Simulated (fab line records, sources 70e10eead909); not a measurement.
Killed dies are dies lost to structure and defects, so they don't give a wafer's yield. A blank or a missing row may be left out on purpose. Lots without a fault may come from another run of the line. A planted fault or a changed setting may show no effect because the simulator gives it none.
Problem report in the 8D (eight disciplines) form, filled by code | flow nand_harc | the parts of the form that need people (team, actions taken, sign-off) are left out

1. THE PROBLEM
thk_nm at NHARC_A_ONON_D2_THK_MEAS_02 reads a mean of 753 nm on 2 wafers of 2 lots; wafers without a fault read 999 nm with a standard deviation of 10. That is -25 standard deviations from the usual mean.
The step: measures by ellipsometry.
First seen on wafer L684.2, day 19 05:00, on film_metro-02. The record holds 33 wafers of 11 lots with a number at this step. Rule for "out", or "out of limits": more than 4 standard deviations from the usual mean. The other wafers with a number count as sound.

2. WHAT IT IS AND WHAT IT IS NOT
question                    | is                           | is not
which readings at this step | thk_nm                       | -
which lots                  | L684, L685                   | L668, L669, L670, L671, L672, L673, L674, L686, L689
which wafers of those lots  | L684.2, L685.1               | L684.3, L684.6, L685.3, L685.4
read on which gauges        | film_metro-01, film_metro-02 | -
when                        | from day 19 05:00            | up to then (23 sound wafers); but 8 sound wafers of L685, L686, L689 came after

3. SUSPECTS, AND WHAT RULES EACH OUT
Counting: a tool at a process step up to the reading stays a suspect if it ran every lot that is out. Sound lots after the first of them don't rule it out here, since some wafers of a struck lot are sound.
- the gauge at NHARC_A_ONON_D2_THK_MEAS_02: ruled out. The wafers that are out were read on 2 gauges (film_metro-01, film_metro-02).
- rie_diel-03 at NHARC_A_CHANNEL_FILL_D1_ETCHBACK_20 (etches the open film in C4F8/O2/Ar, target depth 27 nm, time 13.5 s): kept. It ran every lot that is out, first L684 (day 16 16:32); its last sound lot up to then is L673 (day 11 20:27).
- rie_diel-03 at NHARC_A_CHANNEL_FILL_D1_STRIP_29 (strips in O2, time 20 s): kept. It ran every lot that is out, first L684 (day 19 04:33); its last sound lot up to then is L671 (day 13 09:38). NHARC_A_CHANNEL_FILL_D1_STRIP_29 gives no start for some lots, so the hours and the order of its lots are those of NHARC_A_ONON_D2_DEP_00.
- pecvd_onon-01 at NHARC_A_ONON_D2_DEP_00 (target thk 1000 nm): kept. It ran every lot that is out, first L684 (day 19 04:33); its last sound lot up to then is L674 (day 14 18:43).
Left after counting: rie_diel-03 at NHARC_A_CHANNEL_FILL_D1_ETCHBACK_20, rie_diel-03 at NHARC_A_CHANNEL_FILL_D1_STRIP_29, pecvd_onon-01 at NHARC_A_ONON_D2_DEP_00.

4. THE CAUSE (what the simulator had put in)
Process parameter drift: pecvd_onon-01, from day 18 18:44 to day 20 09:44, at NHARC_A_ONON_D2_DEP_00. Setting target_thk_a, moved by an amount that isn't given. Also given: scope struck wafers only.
Counting left 3 suspects, and this tool is among them.

5. THE CHAIN OF EFFECTS, in route order
Each row: a reading whose mean over the struck wafers that have a number lies more than 3 standard deviations from the usual. Only readings for which the record gives a usual standard deviation are gone through. hours: the time from each lot's start at the first step in this table that gives one to its start at this step, as a median over the lots. sigmas: the change in usual standard deviations.
hours | step                        | reading | usual  | on struck wafers | change | sigmas
0     | NHARC_A_ONON_D2_THK_MEAS_02 | thk_nm  | 999 nm | 753              | -246   | -25

6. WHAT WOULD HAVE CAUGHT IT SOONER
In this record the first reading out of limits at a measuring or inspecting step was taken at day 19 05:00, 10 hours after the fault began at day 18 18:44.
Of the tool readings at NHARC_A_ONON_D2_DEP_00 for which the record gives a usual standard deviation, none was out on any struck wafer, so an alarm limit of 4 standard deviations on them would not have fired.
Of the lots that are out (2), L685 began NHARC_A_ONON_D2_DEP_00 on pecvd_onon-01 after day 19 05:00. A hold on the tool at that time would have spared it.
